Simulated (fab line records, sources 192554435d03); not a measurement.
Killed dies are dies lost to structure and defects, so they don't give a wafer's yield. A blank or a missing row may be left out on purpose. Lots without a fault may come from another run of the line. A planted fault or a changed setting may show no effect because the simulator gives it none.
fab line records | flow n5_finfet
record lots=4 wafers=12 last_day=20
route steps=1938 shown SD_EPI_N@276 SD_EPI_P@295 SD_ACTIVATION@332 MOL_CONTACT_COAG@537 BEOL_M4@1111
lots that met no fault: from a run of the same line without faults
start_h: hours from the record's first day to the start of the lot's first wafer shown | wait_h: hours since the lot's step before | " the same as in the row above | L1.1+2: a row that stands for several wafers | - no value, or no start given | * or withheld: withheld | < > ~ a bound
route shown NAME@n: a module of which the file shows steps, and the number in the route of the first | usual: mean/standard deviation of fault-free wafers | same: alike in all rows | chamber/n: place in a boat | sites: the reading at each site | _std_site: their standard deviation | _edge_site: outer sites' mean less inner sites' | radius_mm: how far each site lies from the wafer's centre | mask NAME#n: copy n | behind: the tool/chamber that last shaped the wafer | hold: why the lot was held/for how many hours/how that ended | device: the transistor (n, p or np) that didn't switch | end of line: the same wafers' tests at the end of the route | a step without rows: its recipe alone | killed: dies lost to structure and defects at the first sort, not the wafer's yield | map: a wafer's dies, x killed, . not, _ none there
set.NAME: the setting as run; set.NAME@STEP: as run at that earlier step | model.NAME: the simulator's own value behind a step, which no gauge read
lots at some steps of the route; a table a step, a row a wafer
services: from which hour (start_h, from the record's first day; less than 0 if before it) a tool's chamber was out of use, for how many hours, and why
## steps
# step N5_SD_EPI_N_STRIP_36
# recipe chemistry=N2/H2 temp_c=40 n2_flow_sccm=200 h2_flow_sccm=200 rf_frequency_hz=6e+07
# step N5_SD_EPI_N_ETCHBACK_44
# recipe chemistry=CH3F/O2 mode=anisotropic_etchback target=SiNx target_depth_a=145 stop_on=SiO2 over_etch_frac=0.3 ion_energy_ev=120 pressure_mtorr=30 source_w=395 bias_w=73 Ar_flow_sccm=150 CH3F_flow_sccm=30 O2_flow_sccm=20
# step N5_SD_EPI_N_ETCH_45
# recipe chemistry=CH3F/O2 target=SiOCN target_depth_a=60 mask_material=SOC ion_energy_ev=60 bias_w=29 pressure_mtorr=15 source_w=410 Ar_flow_sccm=150 CH3F_flow_sccm=30 O2_flow_sccm=20
# step N5_SD_EPI_N_ETCH_16
# recipe chemistry=CHF3/O2 target=SiO2 target_depth_a=50 mask_material=SOC pressure_mtorr=30 source_w=650 bias_w=170 Ar_flow_sccm=200 CHF3_flow_sccm=50 O2_flow_sccm=5 ion_energy_ev=200
# step N5_SD_EPI_N_STRIP_47
# recipe chemistry=CHF3/O2 resist=SiARC rf_frequency_hz=6e+07
# step N5_SD_EPI_N_SD_RECESS_17
# recipe chemistry=HBr/Cl2/O2 target_depth_a=410 mask_material=SOC time_s=23.7 bt_time_s=3 pressure_mtorr=10 icp_w=800 bias_w=112 HBr_flow_sccm=150 Cl2_flow_sccm=80 O2_flow_sccm=12
# step N5_SD_EPI_N_STRIP_38
# recipe chemistry=N2/H2 power_w=1000 temp_c=250 h2_frac=0.65 overash_fraction=0.3 pressure_mtorr=withheld n2_flow_sccm=1750 h2_flow_sccm=3250
# step N5_SD_EPI_N_WET_ETCH_43
# recipe chemistry=dHF dilution=withheld time_s=14 target=SiO2 target_depth_a=15 temp_c=25
# step N5_SD_EPI_N_STRIP_18
# recipe chemistry=SPM time_s=750 temp_c=130 h2so4_h2o2_vol_ratio=4
# step N5_SD_EPI_N_SRD_20
# recipe dry=ipa_marangoni do_ppb=5 time_s=30 temp_c=23 rinse_liquid=diw
# step N5_SD_EPI_N_PRECLEAN_48
# recipe chemistry=NF3:NH3 afs_cycles=2 temp_c=30 time_s=20 sublimation_temp_c=180 sublimation_time_s=60 pressure_torr=3 rf_power_w=30
# step N5_SD_EPI_N_VAPOR_ETCH_50
# recipe chemistry=HCl target=Si temp_c=775 time_s=54 pressure_torr=20 mode=isotropic
# step N5_SD_EPI_N_EPI_21
# recipe material=Si:P dopant=P temp_c=680 pressure_torr=255 time_s=690
# usual epi_growth_time_s=690/0
# columns lot.wafer tool chamber start_h wait_h epi_growth_time_s model.Si-P_of_SD_EPI_N_EPI_21.thk_nm
L369.1 epi_rpcvd-04 0 60.07 0.2 690 58.4
L369.5 " 0 61.56 1.5 690 59.2
L369.6 " 0 " " 690 58.8
L375.2 epi_rpcvd-04 0 95.65 0.4 690 58.6
L375.4 " 0 " " 504.57 46.2
L375.5 " 0 " " 690 58.6
L376.2 epi_rpcvd-04 0 101.80 0.4 690 59.4
L376.5 " 0 " " 690 59.6
L376.6 " 0 " " 504.57 46.8
L388.2 epi_rpcvd-02 0 216.98 0.5 690 58.8
L388.3 " 0 " " 690 58.4
L388.6 " 0 218.47 1.9 690 59.2
# step N5_SD_EPI_N_EPI_MEAS_23
# recipe mode=xrd
# usual thk_nm=59.0/1.1
# columns lot.wafer tool chamber start_h wait_h thk_nm
L369.1 film_metro-02 - 62.36 1.9 58.4
L369.5 " - " " 60.9
L369.6 " - " " 58.0
L375.2 film_metro-01 - 97.09 1.2 58.3
L375.4 " - " " 46.6
L375.5 " - " " 58.6
L376.2 film_metro-02 - 103.24 1.2 59.5
L376.5 " - " " 56.2
L376.6 " - " " 48.2
L388.2 film_metro-02 - 218.88 1.5 58.7
L388.3 " - " " 58.4
L388.6 " - " " 60.0
# step N5_SD_EPI_N_PRECLEAN_24
# recipe chemistry=O3/DIW time_s=60 temp_c=22 o3_ppm=10
# step N5_SD_EPI_N_SRD_25
# recipe time_s=30 temp_c=23 rinse_liquid=diw dry=ipa_marangoni
# step N5_SD_EPI_N_PRECLEAN_49
# recipe chemistry=NF3:NH3 afs_cycles=1 temp_c=30 time_s=20 sublimation_temp_c=180 sublimation_time_s=60 pressure_torr=3 rf_power_w=30
# step N5_SD_EPI_N_LINER_46
# recipe material=SiNx target_thk_a=30 temp_c=400 ald_precursor_family=SiH2I2 ald_co_reactant=N2/H2-plasma pressure_torr=2
# step N5_SD_EPI_P_COAT_34
# recipe resist=SOC temp_c=250 time_s=60 spin_rpm=1500 resist_thk_nm=350
# step N5_SD_EPI_P_COAT_35
# recipe resist=SiARC temp_c=220 time_s=60 spin_rpm=1500 resist_thk_nm=35
# step N5_SD_EPI_P_COAT_03
# recipe resist=CAR-ArF-block spin_rpm=1500 resist_thk_nm=150
# step N5_SD_EPI_P_EBR_05
# recipe solvent=PGMEA ebr_width_mm=1.5
# step N5_SD_EPI_P_SOFTBAKE_04
# recipe temp_c=110 time_s=60 resist=CAR-ArF-block
# step N5_SD_EPI_P_EXPOSE_06
# recipe mask_id=SD_P_BLK na=1.35 source_shape=conventional sigma_outer=0.8 polarization=unpolarized target_cd_nm=240 dose_mj=39.5
# step N5_SD_EPI_P_PEB_07
# recipe peb_temp_c=110 peb_time_s=60 resist=CAR-ArF-block
# step N5_SD_EPI_P_DEVELOP_08
# recipe develop_time_s=30 developer=TMAH resist=CAR-ArF-block dev_temp_c=23 rinse_liquid=diw dry=air_spin
# step N5_SD_EPI_P_DESCUM_14
# recipe chemistry=O2 time_s=7.9 source_power_w=50 bias_power_w=20 pressure_mtorr=20 rf_frequency_hz=2.712e+07 temp_c=40 resist=CAR-ArF-block o2_flow_sccm=225
# step N5_SD_EPI_P_ETCH_36
# recipe chemistry=CF4 target=SiARC target_depth_a=455 mask_material=CAR-ArF-block time_s=75.8 ion_energy_ev=80 pressure_mtorr=40 source_w=545 bias_w=36 Ar_flow_sccm=100 cf4_flow_sccm=100 ends=cleared
# step N5_SD_EPI_P_ETCH_37
# recipe chemistry=N2/H2 target=SOC overetch_a=1080 mask_material=SiARC temp_c=40 ion_energy_ev=100 source_w=3000 bias_w=133 pressure_mtorr=20 time_s=486 n2_flow_sccm=200 h2_flow_sccm=200 ends=end_point
# step N5_SD_EPI_P_STRIP_38
# recipe chemistry=N2/H2 temp_c=40 n2_flow_sccm=200 h2_flow_sccm=200 rf_frequency_hz=6e+07
# step N5_SD_EPI_P_ETCHBACK_46
# recipe chemistry=CH3F/O2 mode=anisotropic_etchback target=SiNx target_depth_a=175 stop_on=SiO2 over_etch_frac=0.3 ion_energy_ev=120 pressure_mtorr=30 source_w=395 bias_w=73 Ar_flow_sccm=150 CH3F_flow_sccm=30 O2_flow_sccm=20
# step N5_SD_EPI_P_ETCH_47
# recipe chemistry=CH3F/O2 target=SiOCN target_depth_a=250 mask_material=SOC ion_energy_ev=60 bias_w=29 pressure_mtorr=30 source_w=410 Ar_flow_sccm=150 CH3F_flow_sccm=30 O2_flow_sccm=20
# step N5_SD_EPI_P_ETCH_16
# recipe chemistry=CHF3/O2 target=SiO2 target_depth_a=50 mask_material=SOC pressure_mtorr=30 source_w=650 bias_w=170 Ar_flow_sccm=200 CHF3_flow_sccm=50 O2_flow_sccm=5 ion_energy_ev=200
# step N5_SD_EPI_P_STRIP_50
# recipe chemistry=CHF3/O2 resist=SiARC rf_frequency_hz=6e+07
# step N5_SD_EPI_P_SD_RECESS_17
# recipe chemistry=HBr/Cl2/O2 target_depth_a=391 bt_time_s=3 pressure_mtorr=10 icp_w=800 bias_w=112 HBr_flow_sccm=150 Cl2_flow_sccm=80 O2_flow_sccm=12
# step N5_SD_EPI_P_WET_ETCH_45
# recipe chemistry=dHF dilution=withheld time_s=10.7 target=SiO2 target_depth_a=20 temp_c=25 dry=ipa_marangoni rinse_time_s=30 rinse_temp_c=23
# step N5_SD_EPI_P_STRIP_40
# recipe chemistry=N2/H2 power_w=1000 temp_c=250 h2_frac=0.65 overash_fraction=0.3 pressure_mtorr=withheld n2_flow_sccm=1750 h2_flow_sccm=3250
# step N5_SD_EPI_P_PRECLEAN_52
# recipe chemistry=O3/DIW time_s=60 temp_c=22 o3_ppm=10
# step N5_SD_ACTIVATION_RS_MEAS_03
# recipe thk_meas_gauge=four-point-probe
# usual RS_SD_N=21.87/0.28 RS_SD_P=55.8/0.71
# columns lot.wafer tool chamber start_h wait_h RS_SD_N[ohm/sq] RS_SD_P[ohm/sq]
L369.1 film_metro-01 - 68.41 0.2 22.17 54.6
L369.5 " - " " 21.71 55.6
L369.6 " - " " 22.04 55.7
L375.2 film_metro-01 - 102.53 0.2 21.96 55.7
L375.4 " - " " 28.21 56.6
L375.5 " - " " 22.17 55.9
L376.2 film_metro-01 - 108.32 0.2 21.75 56.6
L376.5 " - " " 21.59 57.2
L376.6 " - " " 27.85 56.9
L388.2 film_metro-02 - 226.07 0.2 21.83 56.0
L388.3 " - " " 22.17 55.0
L388.6 " - " " 22.02 55.1
# step N5_MOL_CONTACT_COAG_ETCH_15
# recipe chemistry=CH3F/O2 target=SiNx target_depth_a=70 mask_material=SOC stop_on=Si:P over_etch_frac=0.75 ion_energy_ev=120 pressure_mtorr=30 source_w=395 bias_w=73 Ar_flow_sccm=150 CH3F_flow_sccm=30 O2_flow_sccm=20
# usual drypump_motor_current_A=5.8/0.42 oes_product_au=0.58/0.039 rf_vpp_V=298/3.9 showerhead_plenum_p_Torr=2.03/0.056 throttle_valve_pct=16.34/0.19
# columns lot.wafer tool chamber start_h wait_h drypump_motor_current_A oes_product_au rf_hours_counter_h rf_vpp_V showerhead_plenum_p_Torr throttle_valve_pct model.Si-P_of_SD_EPI_N_EPI_21.thk_nm
L369.1 rie_diel-04 2 101.98 0.0 5.5 0.54 174 300 2.07 16.75 57.4
L369.5 " 0 " " 6.4 0.51 - 291 1.89 16.59 58.2
L369.6 " 3 " " 6.5 0.56 - 303 2.08 16.12 58
L375.2 rie_diel-04 1 131.32 0.0 5.3 0.60 76 294 2.01 15.97 57.8
L375.4 " 2 " " 5.4 0.53 - 300 2.07 16.78 45.6
L375.5 " 1 " " 5.3 0.60 - 295 2.01 15.97 57.8
L376.2 rie_diel-06 1 137.85 0.0 5.7 0.62 57 303 2.03 16.31 58.6
L376.5 " 2 " " 5.0 0.54 - 301 2.08 16.22 58.8
L376.6 " 3 " " 5.9 0.56 - 297 2.01 16.28 46.2
L388.2 rie_diel-04 0 258.43 0.0 6.4 0.65 31 296 2.12 16.21 58
L388.3 " 3 " " 6.5 0.54 204 304 2.07 16.20 57.6
L388.6 " 0 " " 6.4 0.65 - 297 2.12 16.21 58.4
# step N5_BEOL_M4_RC_MEAS_101
# usual DIBL_N=36.5/1.2 DIBL_P=36.5/1.6 IOFF_N=0.162/0.023 IOFF_P=0.221/0.03 ION_N=678/8 ION_P=466/6.3 REXT_N=75.0/1.6 RS_SD_N=28.3/0.35 SS_N=71.6/0.46 SS_P=73.3/0.57 VT_N=249.2/2.6 VT_P=-249/3.3
# columns lot.wafer tool chamber start_h wait_h DIBL_N[mV/V] DIBL_P[mV/V] IOFF_N[nA/um] IOFF_P[nA/um] ION_N[uA/um] ION_P[uA/um] REXT_N[ohm.um] RS_SD_N[ohm/sq] SS_N[mV/dec] SS_P[mV/dec] VT_N[mV] VT_P[mV]
L369.1 prober-02 0 227.63 0.0 37.2 38.0 0.155 0.247 671 471 77.5 28.7 71.4 74.2 250.6 -246
L369.5 " 0 " " 37.4 38.4 0.161 0.252 672 468 75.8 28.4 71.6 73.5 248.8 -245
L369.6 " 0 " " 34.5 35.0 0.117 0.188 664 465 76.5 28.4 71.2 72.6 255.5 -251
L375.2 prober-02 0 254.99 0.2 36.7 37.4 0.147 0.180 676 458 73.2 28.5 71.2 73.0 253.0 -254
L375.4 " 0 " " 36.5 37.2 0.137 0.176 654 454 80.7 36.0 70.7 74.2 254.6 -256
L375.5 " 0 " " 36.7 38.4 0.163 0.199 678 465 73.1 28.7 71.6 73.3 248.5 -251
L376.2 prober-02 0 257.49 0.2 36.9 37.1 0.175 0.222 688 464 75.4 28.2 71.4 73.4 249.1 -249
L376.5 " 0 " " 36.6 37.1 0.172 0.214 688 464 76.0 28.0 71.4 73.7 248.2 -254
L376.6 " 0 " " 36.9 36.7 0.153 0.211 658 462 84.2 35.4 71.0 73.2 251.9 -252
L388.2 prober-01 0 364.69 0.2 38.4 36.8 0.175 0.215 679 463 74.4 28.2 72.2 73.7 247.2 -250
L388.3 " 0 " " 36.3 34.5 0.132 0.182 666 456 76.2 28.6 71.5 73.0 251.7 -253
L388.6 " 0 " " 36.9 35.7 0.151 0.199 680 465 74.8 28.1 71.8 73.7 248.9 -250
## services
# columns tool chamber start_h hours kind
rie_diel-04 1 106.06 2.9 repair
rie_diel-04 0 124.52 - clean
rie_diel-04 0 124.52 - consumable_replace:focus_ring
rie_diel-04 0 124.52 - consumable_replace:showerhead
rie_diel-04 0 124.52 14.9 scheduled_down
rie_diel-04 0 124.52 14.9 vent_cycle
rie_diel-06 - 152.62 0.9 repair
epi_rpcvd-02 - 211.06 1.5 repair
rie_diel-06 1 214.42 9.5 repair
rie_diel-06 3 258.10 3.1 repair
## key
first_sign step=N5_SD_EPI_N_EPI_21 reading=epi_growth_time_s direction=down sigmas=99+ usual=* struck=*
effect step=N5_SD_EPI_N_EPI_MEAS_23 reading=thk_nm direction=down sigmas=10 usual=* struck=*
effect step=N5_SD_ACTIVATION_RS_MEAS_03 reading=RS_SD_N direction=up sigmas=22 usual=21.87 struck=28.03
effect step=N5_BEOL_M4_RC_MEAS_101 reading=RS_SD_N direction=up sigmas=21 usual=28.3 struck=35.7
effect step=N5_BEOL_M4_RC_MEAS_101 reading=REXT_N direction=up sigmas=4.8 usual=75.0 struck=82.4
model_effect step=N5_SD_EPI_N_EPI_21 value=Si-P_of_SD_EPI_N_EPI_21.thk_nm without=59 struck=46.5
model_effect step=N5_MOL_CONTACT_COAG_ETCH_15 value=Si-P_of_SD_EPI_N_EPI_21.thk_nm without=58.2 struck=45.9
met_at N5_SD_EPI_N_EPI_21
struck_wafers L375.4,L376.6
onset_between 60.07 95.65
fault kind=process_parameter_drift tool=epi_rpcvd-04 chamber=- onset_h=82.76 steps=N5_SD_EPI_N_EPI_21 channel=epi_growth_time_s offset=* shape=step end_h=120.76 scope=struck_wafers_only acts_in=* stated=*
